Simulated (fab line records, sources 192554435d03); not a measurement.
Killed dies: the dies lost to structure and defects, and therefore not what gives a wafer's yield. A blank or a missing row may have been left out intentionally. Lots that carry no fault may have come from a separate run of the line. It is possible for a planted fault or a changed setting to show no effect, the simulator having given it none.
A lot that was struck, set against a sound lot + flow n5 finfet + 40 out of 1938 route steps
Sound: these wafers, L301.1, L301.4, L301.6. Wafers struck: L307.4, L307.6. At the end, the cause is stated.
For every step that has rows: the tool of each side, followed by ch and its chambers, followed by its first start. Under that, the readings that differ: sound wafers + struck wafers + difference of the means + sigmas: that difference in standard deviations of wafers without a fault.
alike: readings with means less than 2 such deviations apart, plus words and numbers identical on both sides. not compared: withheld readings, readings lacking a value on some wafer, bounds such as >300 that could conceal the same value, and numbers that have no deviation in the record and whose values overlap.
A row with sigmas, a row that says differs or no value, or rows on one side alone: a step with any of these is where the two part. When numbers do not overlap yet have no deviation, they are printed without sigmas and do not part them. Lack of a reading on every wafer of one side parts them only where that side has two or more wafers.

first, 9 steps without rows for these wafers: N5_BEOL_M4_ANNEAL_95 (time 240 s); N5_BEOL_M4_SPUTTER_96 (material Cu, target thk 4.5 nm, time 8.29 s); N5_BEOL_M4_ECD_50 (material Cu, target thk 300 nm); N5_BEOL_M4_ANNEAL_51 (time 90 s); N5_BEOL_M4_CMP_52 (polishes, stops on SiOC, t overpolish 6.8 s, target thk 40 nm); N5_BEOL_M4_PRE_CLEAN_60 (time 15 s); N5_BEOL_M4_CO_CAP_55 (material Co, precursor CCTBA/H2, target thk 2 nm, time 102.1 s); N5_BEOL_M4_PRE_CLEAN_56 (time 15 s); N5_BEOL_M4_DEP_57 (deposits SiCN from 3MS/NH3, target thk 8 nm, time 14 s).
N5_BEOL_M4_RC_MEAS_101:
  sound on prober-01 ch 0, day 9 17:05; struck on prober-02 ch 0, day 12 06:20
  alike: DIBL_N, DIBL_P, IOFF_N, IOFF_P, ION_N, ION_P, SS_N, SS_P, VT_N, VT_P
then, 24 steps without rows for these wafers: N5_BEOL_M5_ILD_DEP_00 (deposits SiCOH lowk from DEMS/porogen, target thk 140.64 nm, time 25.9 s); N5_BEOL_M5_CURE_79 (cures SiCOH lowk, time 240 s); N5_BEOL_M5_PECVD_70 (deposits SiO2 from TEOS/O2, target thk 16 nm, time 18 s); N5_BEOL_M5_HM_DEP_02 (deposits TiN, target thk 20 nm); N5_BEOL_M5_COAT_59 (time 60 s, resist thk 60 nm); N5_BEOL_M5_COAT_60 (time 60 s, resist thk 12 nm); N5_BEOL_M5_COAT_71 (time 60 s, resist thk 5 nm); N5_BEOL_M5_COAT_05 (resist thk 30 nm); N5_BEOL_M5_EBR_07; N5_BEOL_M5_SOFTBAKE_06 (time 60 s); N5_BEOL_M5_EXPOSE_08 (exposes mask M5, target cd 28 nm); N5_BEOL_M5_PEB_09 (peb time 60 s); N5_BEOL_M5_DEVELOP_10 (develop time 30 s); N5_BEOL_M5_DESCUM_16 (chemistry O2, time 7 s); N5_BEOL_M5_ETCH_72 (etches underlayer in N2/H2, target depth 6.5 nm, time 5.2 s); N5_BEOL_M5_ETCH_61 (etches SiARC in CF4, target depth 15.6 nm, time 26 s); N5_BEOL_M5_ETCH_62 (etches SOC in N2/H2, target depth 75 nm, overetch 15 nm, time 112.5 s); N5_BEOL_M5_STRIP_63 (strips in N2/H2); N5_BEOL_M5_STRIP_73 (strips in N2/H2); N5_BEOL_M5_STRIP_64 (strips in CF4); N5_BEOL_M5_HM_OPEN_17 (chemistry Cl2/BCl3, target TiN, target depth 20 nm, overetch 6 nm); N5_BEOL_M5_STRIP_19 (strips in O2); N5_BEOL_M5_COAT_65 (time 60 s, resist thk 60 nm); N5_BEOL_M5_COAT_66 (time 60 s, resist thk 12 nm).
-- a jump in the record: the struck wafers' starts before and after are 3 days apart (it breaks off in module BEOL_M5 and resumes in module BEOL_M12, where the first step shown is number 1602 of the route) --
N5_BEOL_M12_ILD_DEP_00: deposits SiOC from DEMS/O2, target thk 658.92 nm, time 130.7 s.
  sound on pecvd-03 ch 0,1,2, day 12 04:28; struck on pecvd-03 ch 0, day 15 01:00
| reading                                       | sound                | struck      | difference                    | sigmas      |
|-----------------------------------------------|----------------------|-------------|-------------------------------|-------------|
| run length s (s)                              | 175.5 174.8 175.1    | 98.9 99.1   | -76.1                         | -99 or more |
| susceptor temp C (C)                          | 350.32 349.99 350.10 | - -         | no value on the struck wafers |             |
| model.SiOC_of_BEOL_M12_ILD_DEP_00.thk nm (nm) | 646.8 661.8 657.6    | 252.6 252.8 | -402.7                        |             |
  alike: heater power w, showerhead plenum p Torr, throttle valve pct
N5_BEOL_M12_THK_MEAS_01:
  sound on film metro-02, day 12 04:36; struck on film metro-01, day 15 01:08
| reading          | sound       | struck  | difference | sigmas |
|------------------|-------------|---------|------------|--------|
| M12_ILD_THK (nm) | 647 662 657 | 253 253 | -402       | -37    |
N5_BEOL_M12_VIA_ETCH_16: etches SiOC in C4F8/O2/Ar, target depth 724.8 nm.
  sound on rie diel-01 ch 0,1,2, day 12 05:05; struck on rie diel-03 ch 0,2, day 15 01:37
| reading                                    | sound             | struck      | difference | sigmas |
|--------------------------------------------|-------------------|-------------|------------|--------|
| model.etch.depth nm (nm)                   | 646.8 661.9 657.5 | 252.6 252.8 | -402.7     |        |
| model.coat_of_BEOL_M12_COAT_04.thk nm (nm) | 133.8 125.6 127.8 | 242.4 247   | +115.6     |        |
  alike: chamber pressure mTorr, drypump motor current A, oes product au, rf vpp V, showerhead plenum p Torr, throttle valve pct
N5_BEOL_M12_STRIP_63: strips in N2/H2.
  sound on plasma asher-02 ch 0, day 12 05:17; struck on plasma asher-01 ch 0,1, day 15 01:50
| reading                      | sound             | struck      | difference | sigmas |
|------------------------------|-------------------|-------------|------------|--------|
| drypump motor current A (A)  | 5.67 5.66 5.68    | 4.94 4.93   | -0.73      | -2     |
| oes product au (a.u.)        | 0.694 0.691 0.696 | 0.867 0.879 | +0.179     | +34    |
| strip time to endpoint s (s) | 45.4 43.2 43.8    | 73.5 74.6   | +29.9      | +27    |
  alike: chamber pressure mTorr, heater power w
  not compared: rf hours counter h
N5_BEOL_M12_CMP_49: polishes, stops on SiOC, t overpolish 20.6 s, target thk 320 nm.
  sound on cmp-04 ch 1,2,3, day 12 09:45; struck on cmp-04 ch 0,3, day 15 04:28
| reading                                       | sound             | struck    | difference | sigmas |
|-----------------------------------------------|-------------------|-----------|------------|--------|
| model.SiOC_of_BEOL_M12_ILD_DEP_00.thk nm (nm) | 588.4 603.2 600.8 | 195.6 194 | -402.7     |        |
  alike: clearing platen down force psi, head pressure psi, motor current A, platen rpm
N5_PASSIVATION_PROBE_49:
  sound on prober-01, day 14 03:37; struck on prober-02, day 16 11:37
| reading                  | sound          | struck    | difference | sigmas      |
|--------------------------|----------------|-----------|------------|-------------|
| defect limited yield (%) | 91.1 93.8 91.8 | 0 0       | -92        | -54         |
| killed_at_M4_up          | 8 9 8          | 1109 1082 | +1087      | +99 or more |
| killed dies              | 105 73 97      | 1180 1180 | +1088      | +54         |
| killed on rim            | 11 13 16       | 152 152   | +139       | +34         |
| sort n pass              | 1075 1107 1083 | 0 0       | -1088      | -54         |
| sort yield pct (%)       | 91.1 93.8 91.8 | 0 0       | -92        | -54         |
  alike: killed_at_M0_to_M3, killed at contacts, killed at front end, killed at other, killed open, killed short, sort_bin_5_function, sort_bin_6_memory, sort_bin_8_speed

== WHERE THEY PART ==
Earliest at N5_BEOL_M12_ILD_DEP_00; latest, in this record, at N5_PASSIVATION_PROBE_49.

WHY: what the simulator had put in
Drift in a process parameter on pecvd-03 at N5_BEOL_M12_ILD_DEP_00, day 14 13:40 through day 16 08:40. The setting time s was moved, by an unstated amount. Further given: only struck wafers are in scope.
